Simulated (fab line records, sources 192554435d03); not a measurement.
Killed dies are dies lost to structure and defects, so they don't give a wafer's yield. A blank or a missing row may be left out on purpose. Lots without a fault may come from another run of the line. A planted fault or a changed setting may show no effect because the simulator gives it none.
fab line records | flow n5_finfet
record lots=5 wafers=14 last_day=17
route steps=1938 shown BEOL_M4@1099 BEOL_M5@1112 PASSIVATION@1936
lots that met no fault: from a run of the same line without faults
start_h: hours from the record's first day to the start of the lot's first wafer shown | wait_h: hours since the lot's step before | " the same as in the row above | L1.1+2: a row that stands for several wafers | - no value, or no start given | * or withheld: withheld | < > ~ a bound
route shown NAME@n: a module of which the file shows steps, and the number in the route of the first | usual: mean/standard deviation of fault-free wafers | same: alike in all rows | chamber/n: place in a boat | sites: the reading at each site | _std_site: their standard deviation | _edge_site: outer sites' mean less inner sites' | radius_mm: how far each site lies from the wafer's centre | mask NAME#n: copy n | behind: the tool/chamber that last shaped the wafer | hold: why the lot was held/for how many hours/how that ended | device: the transistor (n, p or np) that didn't switch | end of line: the same wafers' tests at the end of the route | a step without rows: its recipe alone | killed: dies lost to structure and defects at the first sort, not the wafer's yield | map: a wafer's dies, x killed, . not, _ none there
set.NAME: the setting as run; set.NAME@STEP: as run at that earlier step | model.NAME: the simulator's own value behind a step, which no gauge read
lots at some steps of the route; a table a step, a row a wafer
services: from which hour (start_h, from the record's first day; less than 0 if before it) a tool's chamber was out of use, for how many hours, and why
## steps
# step N5_BEOL_M4_ANNEAL_95
# recipe temp_c=400 time_s=240 ambient=vacuum
# step N5_BEOL_M4_SPUTTER_96
# recipe material=Cu target_thk_a=45 temp_c=-20 chamber_pressure_pa=0.07 power_w=withheld time_s=8.29
# step N5_BEOL_M4_ECD_50
# recipe material=Cu target_thk_a=3000
# step N5_BEOL_M4_ANNEAL_51
# recipe temp_c=225 time_s=90 ambient=N2
# step N5_BEOL_M4_CMP_52
# recipe stop_on=SiOC t_overpolish_s=6.8 down_force_psi=1 platen_rpm=50 clearing_platen_down_force_psi=1.5 clearing_platen_rpm=50 post_cmp_clean=cu_alkaline target_thk_nm=40 clearing_platen_pad_velocity_m_s=0.99484 pad_velocity_m_s=0.99484
# step N5_BEOL_M4_PRE_CLEAN_60
# recipe gas=NH3/H2 time_s=15 temp_c=* rf_power_w=300
# step N5_BEOL_M4_CO_CAP_55
# recipe material=Co target_thk_a=20 temp_c=200 precursor=CCTBA/H2 pressure_torr=30 time_s=102.1
# step N5_BEOL_M4_PRE_CLEAN_56
# recipe gas=NH3 time_s=15 temp_c=withheld rf_power_w=300
# step N5_BEOL_M4_DEP_57
# recipe material=SiCN target_thk_a=80 temp_c=withheld precursor=3MS/NH3 pressure_torr=3 rf_w=202 time_s=14
# step N5_BEOL_M4_RC_MEAS_101
# usual DIBL_N=35.6/1.7 DIBL_P=35.0/2 IOFF_N=0.148/0.027 IOFF_P=0.19/0.032 ION_N=671/14 ION_P=460/9.1 SS_N=71.3/0.62 SS_P=73.0/0.64 VT_N=251/3.2 VT_P=-251.5/2.9
# columns lot.wafer tool chamber start_h wait_h DIBL_N[mV/V] DIBL_P[mV/V] IOFF_N[nA/um] IOFF_P[nA/um] ION_N[uA/um] ION_P[uA/um] SS_N[mV/dec] SS_P[mV/dec] VT_N[mV] VT_P[mV]
L514.2 prober-01 0 212.35 0.2 36.7 37.2 0.173 0.21 669 452 72.2 72.7 248 -249.5
L514.3 " 0 " " 36.1 36.4 0.160 0.19 680 456 71.6 73.5 251 -251.6
L514.6 " 0 " " 35.5 35.1 0.144 0.18 651 444 71.6 73.2 254 -254.2
L512.2 prober-01 0 245.07 0.2 33.0 33.4 0.124 0.16 669 451 70.9 71.9 250 -253.5
L512.3 " 0 " " 29.8 30.2 0.090 0.13 653 445 69.7 72.0 257 -257.7
L512.6 " 0 " " 33.6 35.3 0.132 0.18 665 453 71.1 72.7 251 -250.8
L517.1 prober-01 0 248.00 0.0 37.2 37.7 0.218 0.29 691 477 71.8 74.5 242 -243.5
L517.2 " 0 " " 35.6 36.5 0.177 0.26 672 466 72.5 73.7 246 -245.6
L517.4 " 0 " " 34.0 34.0 0.146 0.21 679 463 71.8 73.2 252 -248.5
L525.2 prober-02 0 298.73 0.2 36.1 34.5 0.139 0.17 659 447 70.9 73.2 252 -255.2
L525.3 " 0 " " 35.3 32.9 0.124 0.15 664 451 70.7 73.3 253 -255.9
L525.6 " 0 " " 38.3 36.3 0.174 0.20 678 455 71.8 73.3 249 -252.0
L528.3 prober-02 0 305.54 0.3 37.1 35.2 0.139 0.20 672 466 71.4 72.7 254 -249.0
L528.6 " 0 " " 36.0 34.7 0.131 0.19 667 458 71.0 73.1 252 -251.6
# step N5_BEOL_M5_ILD_DEP_00
# recipe material=SiCOH_lowk target_thk_a=1406.4 temp_c=300 precursor=DEMS/porogen pressure_torr=5 rf_w=500 time_s=25.9
# step N5_BEOL_M5_CURE_79
# recipe temp_c=385 time_s=240 ambient=He/Ar material=SiCOH_lowk
# step N5_BEOL_M5_PECVD_70
# recipe material=SiO2 target_thk_a=160 temp_c=400 precursor=TEOS/O2 pressure_torr=5.5 rf_w=450 teos_flow_sccm=53.8 gas=O2 flow_sccm=3000 time_s=18
# step N5_BEOL_M5_HM_DEP_02
# recipe material=TiN target_thk_a=200 temp_c=25 chamber_pressure_pa=0.49996
# step N5_BEOL_M5_COAT_59
# recipe resist=SOC temp_c=250 time_s=60 spin_rpm=1500 resist_thk_nm=60
# step N5_BEOL_M5_COAT_60
# recipe resist=SiARC temp_c=220 time_s=60 spin_rpm=1500 resist_thk_nm=12
# step N5_BEOL_M5_COAT_71
# recipe resist=underlayer temp_c=205 time_s=60 spin_rpm=1500 resist_thk_nm=5
# step N5_BEOL_M5_COAT_05
# recipe resist=CAR-EUV spin_rpm=1500 resist_thk_nm=30
# step N5_BEOL_M5_EBR_07
# recipe solvent=PGMEA ebr_width_mm=1.5
# step N5_BEOL_M5_SOFTBAKE_06
# recipe temp_c=110 time_s=60 resist=CAR-EUV
# step N5_BEOL_M5_EXPOSE_08
# recipe mask_id=M5 na=0.33 source_shape=annular sigma_inner=0.4 sigma_outer=0.8 polarization=unpolarized target_cd_nm=28 dose_mj=35.75
# step N5_BEOL_M5_PEB_09
# recipe peb_temp_c=100 peb_time_s=60 resist=CAR-EUV
# step N5_BEOL_M5_DEVELOP_10
# recipe develop_time_s=30 developer=TMAH resist=CAR-EUV rinse_liquid=surfactant_rinse dry=air_spin dev_temp_c=23
# step N5_BEOL_M5_DESCUM_16
# recipe chemistry=O2 time_s=7 source_power_w=50 bias_power_w=20 pressure_mtorr=20 rf_frequency_hz=2.712e+07 temp_c=40 resist=CAR-EUV o2_flow_sccm=225
# step N5_BEOL_M5_ETCH_72
# recipe chemistry=N2/H2 target=underlayer target_depth_a=65 mask_material=CAR-EUV time_s=5.2 ion_energy_ev=200 pressure_mtorr=30 source_w=840 bias_w=150 n2_flow_sccm=200 h2_flow_sccm=200 ends=cleared
# step N5_BEOL_M5_ETCH_61
# recipe chemistry=CF4 target=SiARC target_depth_a=156 mask_material=CAR-EUV time_s=26 ion_energy_ev=80 pressure_mtorr=40 source_w=545 bias_w=36 Ar_flow_sccm=100 cf4_flow_sccm=100 ends=cleared
# step N5_BEOL_M5_ETCH_62
# recipe chemistry=N2/H2 target=SOC target_depth_a=750 overetch_a=150 mask_material=SiARC temp_c=40 time_s=112.5 ion_energy_ev=200 pressure_mtorr=30 source_w=840 bias_w=150 n2_flow_sccm=200 h2_flow_sccm=200
# step N5_BEOL_M5_STRIP_63
# recipe chemistry=N2/H2 temp_c=40 n2_flow_sccm=200 h2_flow_sccm=200 rf_frequency_hz=6e+07
# step N5_BEOL_M5_STRIP_73
# recipe chemistry=N2/H2 temp_c=40 n2_flow_sccm=200 h2_flow_sccm=200 rf_frequency_hz=6e+07
# step N5_BEOL_M5_STRIP_64
# recipe chemistry=CF4 resist=SiARC power_w=300 bias_power_w=75 pressure_mtorr=50 cf4_flow_sccm=150 rf_frequency_hz=6e+07
# step N5_BEOL_M5_HM_OPEN_17
# recipe chemistry=Cl2/BCl3 target_depth_a=200 overetch_a=60 target=TiN mask_material=SOC ion_energy_ev=150 pressure_mtorr=10 icp_w=1000 bias_w=126 Cl2_flow_sccm=53.25 bcl3_flow_sccm=21.75 Ar_flow_sccm=25
# step N5_BEOL_M5_STRIP_19
# recipe chemistry=O2 power_w=400 temp_c=40 pressure_mtorr=30 rf_frequency_hz=6e+07 bias_power_w=0 overash_fraction=0.2 o2_flow_sccm=225
# step N5_BEOL_M5_COAT_65
# recipe resist=SOC temp_c=250 time_s=60 spin_rpm=1500 resist_thk_nm=60
# step N5_BEOL_M5_COAT_66
# recipe resist=SiARC temp_c=220 time_s=60 spin_rpm=1500 resist_thk_nm=12
# step N5_BEOL_M5_CMP_52
# recipe stop_on=SiCOH_lowk t_overpolish_s=6.9 down_force_psi=1 platen_rpm=50 clearing_platen_down_force_psi=1.5 clearing_platen_rpm=50 post_cmp_clean=cu_alkaline target_thk_nm=62 clearing_platen_pad_velocity_m_s=0.99484 pad_velocity_m_s=0.99484
# usual barrier_field_endpoint_s=24.4/0.48 clearing_platen_down_force_psi=1.500/0.003 motor_current_A=6.1/0.65 overpolish_run_s=6.898/0.0085 time_to_endpoint_s=61.1/2.6
# columns lot.wafer tool chamber start_h wait_h barrier_field_endpoint_s clearing_platen_down_force_psi motor_current_A overpolish_run_s time_to_endpoint_s model.Cu_of_BEOL_M5_ECD_50.thk_nm model.SiO2_of_BEOL_M5_PECVD_70.thk_nm
L514.2 cmp-03 0 234.23 0.3 - - - - - 293.8 15.6
L514.3 " 1 " " - - - - - 298.8 16
L514.6 " 3 " " - - - - - 298.4 15.8
L512.2 cmp-02 0 257.52 0.3 - - - - - 301.4 15.4
L512.3 " 1 " " - - - - - 293.2 15.6
L512.6 " 3 " " - - - - - 298.2 15.6
L517.2 cmp-02 1 261.34 0.2 - - - - - 301 15.8
L517.1 " 2 " " - - - - - 300 15.8
L517.4 " 3 " " - - - - - 300.8 15.8
L525.3 cmp-02 2 310.48 0.2 24.4 1.495 6.5 6.888 59.8 60.4 0
L525.2 " 3 " " 23.9 1.499 6.0 6.921 58.2 60.2 0
L525.6 " 3 " " 24.0 1.500 6.3 6.883 58.6 59.6 0
L528.3 cmp-02 0 317.85 0.3 24.5 1.503 6.4 6.916 62.8 62.8 0
L528.6 " 2 " " 24.6 1.497 6.4 6.894 63.7 62.8 0
# step N5_BEOL_M5_THK_MEAS_53
# recipe thk_meas_gauge=xrf reads=Cu_of_BEOL_M5_ECD_50
# usual M5_THK=60.4/1.8
# columns lot.wafer tool chamber start_h wait_h M5_THK[nm]
L514.2 film_metro-02 - 234.45 0.2 290.6
L514.3 " - " " 295.9
L514.6 " - " " 294.2
L512.2 film_metro-01 - 257.77 0.2 293.4
L512.3 " - " " 285.6
L512.6 " - " " 290.8
L517.1 film_metro-02 - 261.59 0.2 294.4
L517.2 " - " " 296.3
L517.4 " - " " 295.9
L525.2 film_metro-02 - 310.77 - 60.7
L525.3 " - " " 60.5
L525.6 " - " " 59.9
L528.3 film_metro-02 - 318.03 - 63.1
L528.6 " - " " 63.4
# step N5_BEOL_M5_RS_MEAS_57
# recipe thk_meas_gauge=four-point-probe reads=Co_of_BEOL_M5_CO_CAP_78+Cu_of_BEOL_M5_ECD_50+Co_of_BEOL_M5_CVD_47+TaN_of_BEOL_M5_ALD_86
# usual M5_RS=0.395/0.013
# columns lot.wafer tool chamber start_h wait_h M5_RS[ohm/sq]
L514.2 film_metro-02 - 234.71 0.1 0.055
L514.3 " - " " 0.054
L514.6 " - " " 0.054
L512.2 film_metro-01 - 258.03 0.1 0.054
L512.3 " - " " 0.055
L512.6 " - " " 0.054
L517.1 film_metro-02 - 261.85 0.0 0.054
L517.2 " - " " 0.054
L517.4 " - " " 0.054
L525.2 film_metro-01 - 311.03 0.1 0.400
L525.3 " - " " 0.398
L525.6 " - " " 0.404
L528.3 film_metro-01 - 318.29 0.1 0.380
L528.6 " - " " 0.380
# step N5_BEOL_M5_INSPECT_58
# recipe inspect_instrument=darkfield mode=post_dep
# usual raw_defect_count=79/25
# columns lot.wafer tool chamber start_h wait_h raw_defect_count
L514.2 defect_inspect-02 - 234.74 0.0 2085
L514.3 " - " " 1992
L514.6 " - " " 1989
L512.2 defect_inspect-02 - 258.06 0.0 2068
L512.3 " - " " 2033
L512.6 " - " " 2009
L517.1 defect_inspect-01 - 261.88 0.0 1985
L517.2 " - " " 1975
L517.4 " - " " 2023
L525.2 defect_inspect-01 - 311.06 0.0 77
L525.3 " - " " 77
L525.6 " - " " 58
L528.3 defect_inspect-02 - 318.32 0.0 84
L528.6 " - " " 69
# step N5_PASSIVATION_PROBE_49
# usual defect_limited_yield=91.2/1.6 killed_at_M0_to_M3=35/11 killed_at_M4_up=14/5.4 killed_at_contacts=13/6 killed_at_front_end=38/11 killed_at_other=3.4/2.6 killed_dies=104/19 killed_on_rim=13/3.9 killed_open=68/13 killed_short=34/8.5 sort_bin_5_function=5.1/1 sort_bin_6_memory=3.3/0.72 sort_n_pass=1075/22 sort_yield_pct=91.1/1.9
# same gross_dies=1180 killed_at_back_side=0 sort_bin_4_leakage[%]=0 sort_bin_8_speed[%]=0
# columns lot.wafer tool chamber start_h wait_h defect_limited_yield[%] killed_at_M0_to_M3 killed_at_M4_up killed_at_contacts killed_at_front_end killed_at_other killed_dies killed_on_rim killed_open killed_short sort_bin_5_function[%] sort_bin_6_memory[%] sort_n_pass sort_yield_pct[%]
L514.2 prober-02 - 346.44 0.1 0 32 1077 13 50 8 1180 152 64 52 5.9 3.5 0 0
L514.3 prober-02 - 346.49 0.1 0 33 1090 13 35 9 1180 152 67 40 4.7 4.0 0 0
L514.6 prober-02 - 346.64 0.3 0 26 1076 22 49 7 1180 152 69 49 6.4 3.4 0 0
L512.2 prober-01 - 353.84 0.1 0 24 1114 12 26 4 1180 152 57 27 4.5 2.5 0 0
L512.3 prober-01 - 353.89 0.1 0 29 1102 15 26 8 1180 152 66 24 4.2 3.2 0 0
L512.6 prober-01 - 354.04 0.3 0 41 1078 16 44 1 1180 152 73 44 5.7 3.9 0 0
L517.1 prober-02 - 362.59 0.0 0 45 1099 4 30 2 1180 152 54 38 5.3 2.4 0 0
L517.2 prober-02 - 362.64 0.1 0 46 1077 4 50 3 1180 152 66 48 5.2 3.8 0 0
L517.4 prober-02 - 362.74 0.2 0 48 1083 8 34 7 1180 152 66 43 5.4 3.4 0 0
L528.3 prober-01 - 409.07 0.1 89.3 45 10 29 40 2 126 18 82 43 6.7 3.8 1054 89.3
L528.6 prober-01 - 409.22 0.3 89.0 57 20 19 33 1 130 15 90 40 6.1 4.6 1050 89.0
L525.2 prober-01 - 410.28 0.1 90.5 29 13 30 37 3 112 10 84 28 5.6 3.6 1068 90.5
L525.3 prober-01 - 410.33 0.1 91.4 19 11 8 57 6 101 11 56 35 4.2 3.5 1079 91.4
L525.6 prober-01 - 410.48 0.3 91.7 32 11 17 34 4 98 14 57 32 4.7 2.4 1082 91.7
# killed by level:class
L514.2 BEOL_M5:area_cmp=1064 FIN_SAQP:geometric_particle:short=24 MOL_CONTACT_COAG:geometric_particle:open=13 BEOL_M0_SAQP:geometric_particle:short=12 FIN_SAQP:geometric_particle:open=8 BEOL_M4:geometric_particle:open=7 BEOL_M1:geometric_particle:open=7 BEOL_M0:geometric_particle:open=5
L514.3 BEOL_M5:area_cmp=1073 FIN_SAQP:geometric_particle:short=10 MOL_CONTACT_COAG:geometric_particle:open=10 BEOL_M4:geometric_particle:open=8 BEOL_M3:geometric_particle:open=7 BEOL_M0:geometric_particle:open=5 BEOL_M2:geometric_particle:open=5 BEOL_M1:geometric_particle:open=5
L514.6 BEOL_M5:area_cmp=1061 FIN_SAQP:geometric_particle:short=19 MOL_CONTACT_COAG:geometric_particle:open=15 FIN_SAQP:geometric_particle:open=10 BEOL_M4:geometric_particle:open=8 MOL_CONTACT_COAG:geometric_particle:short=7 STI_FIN_REVEAL:geometric_particle:open=7 BEOL_M2:geometric_particle:open=6
L512.2 BEOL_M5:area_cmp=1096 BEOL_M0_SAQP:geometric_particle:open=13 BEOL_M4:geometric_particle:open=11 MOL_CONTACT_COAG:geometric_particle:open=10 BEOL_M0_SAQP:geometric_particle:short=8 FIN_SAQP:geometric_particle:short=5 FIN_SAQP:geometric_particle:open=4 STI_FIN_REVEAL:geometric_particle:open=4
L512.3 BEOL_M5:area_cmp=1090 MOL_CONTACT_COAG:geometric_particle:open=13 FIN_SAQP:geometric_particle:open=9 BEOL_M0_SAQP:geometric_particle:open=9 BEOL_M0_SAQP:geometric_particle:short=9 BEOL_M4:geometric_particle:open=6 BEOL_M2:geometric_particle:open=5 FIN_SAQP:geometric_particle:short=4
L512.6 BEOL_M5:area_cmp=1063 BEOL_M0_SAQP:geometric_particle:open=14 MOL_CONTACT_COAG:geometric_particle:open=14 BEOL_M0_SAQP:geometric_particle:short=12 FIN_SAQP:geometric_particle:short=7 BEOL_M1:geometric_particle:open=7 FIN_SAQP:geometric_particle:open=6 BEOL_M4:geometric_particle:open=6
L517.1 BEOL_M5:area_cmp=1087 BEOL_M0_SAQP:geometric_particle:short=10 FIN_SAQP:geometric_particle:short=7 BEOL_M0_SAQP:geometric_particle:open=7 BEOL_M2:geometric_particle:open=7 FIN_SAQP:geometric_particle:open=6 BEOL_M1:geometric_particle:short=6 BEOL_M1:geometric_particle:open=5
L517.2 BEOL_M5:area_cmp=1066 BEOL_M0_SAQP:geometric_particle:short=17 BEOL_M0_SAQP:geometric_particle:open=15 FIN_SAQP:geometric_particle:open=13 STI_FIN_REVEAL:geometric_particle:open=11 FIN_SAQP:geometric_particle:short=8 BEOL_M4:geometric_particle:open=8 STARTING-WAFER:geometric_particle:short=7
L517.4 BEOL_M5:area_cmp=1069 BEOL_M0_SAQP:geometric_particle:short=18 BEOL_M0_SAQP:geometric_particle:open=10 FIN_SAQP:geometric_particle:open=9 BEOL_M4:geometric_particle:open=8 MOL_CONTACT_COAG:geometric_particle:open=7 FIN_SAQP:geometric_particle:short=5 STI_FIN_REVEAL:geometric_particle:open=5
L528.3 MOL_CONTACT_COAG:geometric_particle:open=19 FIN_SAQP:geometric_particle:open=14 BEOL_M0_SAQP:geometric_particle:open=12 MOL_CONTACT_COAG:geometric_particle:short=10 BEOL_M2:geometric_particle:open=8 BEOL_M3:geometric_particle:short=8 BEOL_M3:geometric_particle:open=8 FIN_SAQP:geometric_particle:short=7
L528.6 MOL_CONTACT_COAG:geometric_particle:open=16 BEOL_M3:geometric_particle:open=16 BEOL_M4:geometric_particle:open=14 BEOL_M0_SAQP:geometric_particle:short=12 FIN_SAQP:geometric_particle:open=9 BEOL_M2:geometric_particle:open=8 BEOL_M0_SAQP:geometric_particle:open=8 FIN_SAQP:geometric_particle:short=7
L525.2 MOL_CONTACT_COAG:geometric_particle:open=25 BEOL_M0_SAQP:geometric_particle:open=11 DUMMY_GATE:geometric_particle:open=8 BEOL_M5:geometric_particle:open=8 FIN_SAQP:geometric_particle:short=7 FIN_SAQP:geometric_particle:open=7 MOL_CONTACT_COAG:geometric_particle:short=5 BEOL_M2:geometric_particle:open=5
L525.3 FIN_SAQP:geometric_particle:short=13 HKMG_FIN:area_etch=9 FIN_SAQP:geometric_particle:open=6 ILD0:geometric_particle:short=6 DUMMY_GATE:geometric_particle:open=5 MOL_CONTACT_COAG:geometric_particle:open=5 BEOL_M3:geometric_particle:open=4 BEOL_M6:geometric_particle:open=4
L525.6 MOL_CONTACT_COAG:geometric_particle:open=13 HKMG_FIN:area_etch=9 BEOL_M0_SAQP:geometric_particle:open=8 BEOL_M0_SAQP:geometric_particle:short=7 STI_FIN_REVEAL:geometric_particle:open=5 BEOL_M2:geometric_particle:open=5 FIN_SAQP:geometric_particle:short=4 MOL_CONTACT_COAG:geometric_particle:short=4
# map L512.2 (x killed, . not)
_________________xxxxxxxxxxxx________________
______________xxxxxxxxxxxxxxxxxx_____________
___________xxxxxxxxxxxxxxxxxxxxxxxx__________
__________xxxxxxxxxxxxxxxxxxxxxxxxxx_________
________xxxxxxxxxxxxxxxxxxxxxxxxxxxxxx_______
_______xxxxxxxxxxxxxxxxxxxxxxxxxxxxxxxx______
______xxxxxxxxxxxxxxxxxxxxxxxxxxxxxxxxxx_____
_____xxxxxxxxxxxxxxxxxxxxxxxxxxxxxxxxxxxx____
____xxxxxxxxxxxxxxxxxxxxxxxxxxxxxxxxxxxxxx___
___xxxxxxxxxxxxxxxxxxxxxxxxxxxxxxxxxxxxxxxx__
___xxxxxxxxxxxxxxxxxxxxxxxxxxxxxxxxxxxxxxxx__
__xxxxxxxxxxxxxxxxxxxxxxxxxxxxxxxxxxxxxxxxxx_
__xxxxxxxxxxxxxxxxxxxxxxxxxxxxxxxxxxxxxxxxxx_
_xxxxxxxxxxxxxxxxxxxxxxxxxxxxxxxxxxxxxxxxxxxx
_xxxxxxxxxxxxxxxxxxxxxxxxxxxxxxxxxxxxxxxxxxxx
_xxxxxxxxxxxxxxxxxxxxxxxxxxxxxxxxxxxxxxxxxxxx
_xxxxxxxxxxxxxxxxxxxxxxxxxxxxxxxxxxxxxxxxxxxx
_xxxxxxxxxxxxxxxxxxxxxxxxxxxxxxxxxxxxxxxxxxxx
_xxxxxxxxxxxxxxxxxxxxxxxxxxxxxxxxxxxxxxxxxxxx
_xxxxxxxxxxxxxxxxxxxxxxxxxxxxxxxxxxxxxxxxxxxx
_xxxxxxxxxxxxxxxxxxxxxxxxxxxxxxxxxxxxxxxxxxxx
__xxxxxxxxxxxxxxxxxxxxxxxxxxxxxxxxxxxxxxxxxx_
__xxxxxxxxxxxxxxxxxxxxxxxxxxxxxxxxxxxxxxxxxx_
___xxxxxxxxxxxxxxxxxxxxxxxxxxxxxxxxxxxxxxxx__
___xxxxxxxxxxxxxxxxxxxxxxxxxxxxxxxxxxxxxxxx__
____xxxxxxxxxxxxxxxxxxxxxxxxxxxxxxxxxxxxxx___
_____xxxxxxxxxxxxxxxxxxxxxxxxxxxxxxxxxxxx____
______xxxxxxxxxxxxxxxxxxxxxxxxxxxxxxxxxx_____
_______xxxxxxxxxxxxxxxxxxxxxxxxxxxxxxxx______
________xxxxxxxxxxxxxxxxxxxxxxxxxxxxxx_______
__________xxxxxxxxxxxxxxxxxxxxxxxxxx_________
___________xxxxxxxxxxxxxxxxxxxxxxxx__________
______________xxxxxxxxxxxxxxxxxx_____________
_________________xxxxxxxxxxxx________________
# map L514.2 (x killed, . not)
_________________xxxxxxxxxxxx________________
______________xxxxxxxxxxxxxxxxxx_____________
___________xxxxxxxxxxxxxxxxxxxxxxxx__________
__________xxxxxxxxxxxxxxxxxxxxxxxxxx_________
________xxxxxxxxxxxxxxxxxxxxxxxxxxxxxx_______
_______xxxxxxxxxxxxxxxxxxxxxxxxxxxxxxxx______
______xxxxxxxxxxxxxxxxxxxxxxxxxxxxxxxxxx_____
_____xxxxxxxxxxxxxxxxxxxxxxxxxxxxxxxxxxxx____
____xxxxxxxxxxxxxxxxxxxxxxxxxxxxxxxxxxxxxx___
___xxxxxxxxxxxxxxxxxxxxxxxxxxxxxxxxxxxxxxxx__
___xxxxxxxxxxxxxxxxxxxxxxxxxxxxxxxxxxxxxxxx__
__xxxxxxxxxxxxxxxxxxxxxxxxxxxxxxxxxxxxxxxxxx_
__xxxxxxxxxxxxxxxxxxxxxxxxxxxxxxxxxxxxxxxxxx_
_xxxxxxxxxxxxxxxxxxxxxxxxxxxxxxxxxxxxxxxxxxxx
_xxxxxxxxxxxxxxxxxxxxxxxxxxxxxxxxxxxxxxxxxxxx
_xxxxxxxxxxxxxxxxxxxxxxxxxxxxxxxxxxxxxxxxxxxx
_xxxxxxxxxxxxxxxxxxxxxxxxxxxxxxxxxxxxxxxxxxxx
_xxxxxxxxxxxxxxxxxxxxxxxxxxxxxxxxxxxxxxxxxxxx
_xxxxxxxxxxxxxxxxxxxxxxxxxxxxxxxxxxxxxxxxxxxx
_xxxxxxxxxxxxxxxxxxxxxxxxxxxxxxxxxxxxxxxxxxxx
_xxxxxxxxxxxxxxxxxxxxxxxxxxxxxxxxxxxxxxxxxxxx
__xxxxxxxxxxxxxxxxxxxxxxxxxxxxxxxxxxxxxxxxxx_
__xxxxxxxxxxxxxxxxxxxxxxxxxxxxxxxxxxxxxxxxxx_
___xxxxxxxxxxxxxxxxxxxxxxxxxxxxxxxxxxxxxxxx__
___xxxxxxxxxxxxxxxxxxxxxxxxxxxxxxxxxxxxxxxx__
____xxxxxxxxxxxxxxxxxxxxxxxxxxxxxxxxxxxxxx___
_____xxxxxxxxxxxxxxxxxxxxxxxxxxxxxxxxxxxx____
______xxxxxxxxxxxxxxxxxxxxxxxxxxxxxxxxxx_____
_______xxxxxxxxxxxxxxxxxxxxxxxxxxxxxxxx______
________xxxxxxxxxxxxxxxxxxxxxxxxxxxxxx_______
__________xxxxxxxxxxxxxxxxxxxxxxxxxx_________
___________xxxxxxxxxxxxxxxxxxxxxxxx__________
______________xxxxxxxxxxxxxxxxxx_____________
_________________xxxxxxxxxxxx________________
## services
# columns tool chamber start_h hours kind
cmp-02 - 246.69 7.8 pm
cmp-03 - 249.04 4.0 pm
cmp-03 - 253.04 - consumable_replace:conditioner
cmp-03 - 253.04 - consumable_replace:pad
cmp-03 - 267.84 23.6 repair
## key
first_sign step=N5_BEOL_M5_CMP_52 reading=tool_record direction=missing
effect step=N5_BEOL_M5_THK_MEAS_53 reading=M5_THK direction=up sigmas=99+ usual=60.4 struck=293.0
effect step=N5_BEOL_M5_RS_MEAS_57 reading=M5_RS direction=down sigmas=26 usual=0.395 struck=0.054
effect step=N5_BEOL_M5_INSPECT_58 reading=raw_defect_count direction=up sigmas=78 usual=79 struck=2018
effect step=N5_PASSIVATION_PROBE_49 reading=killed_at_M4_up direction=up sigmas=99+ usual=14 struck=1088
model_effect step=N5_BEOL_M5_CMP_52 value=Cu_of_BEOL_M5_ECD_50.thk_nm without=60.44 struck=298.4
more_kills_born_at N5_BEOL_M5_CMP_52@cmp-02=6471 N5_BEOL_M5_CMP_52@cmp-03=3198
met_at N5_BEOL_M5_CMP_52
struck_wafers L512.2,L512.3,L512.6,L514.2,L514.3,L514.6,L517.1,L517.2,L517.4
later_rows_left_out L512.2,L512.3,L512.6,L514.2,L514.3,L514.6,L517.1,L517.2,L517.4
fault kind=skipped_step_whole tool=cmp-02,cmp-03 chamber=- onset_h=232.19 steps=N5_BEOL_M5_CMP_52 scope=struck_lots_only
# later_rows_left_out: the simulator's readings of these wafers behind a module that went badly wrong aren't trusted and aren't shown, but for the sort
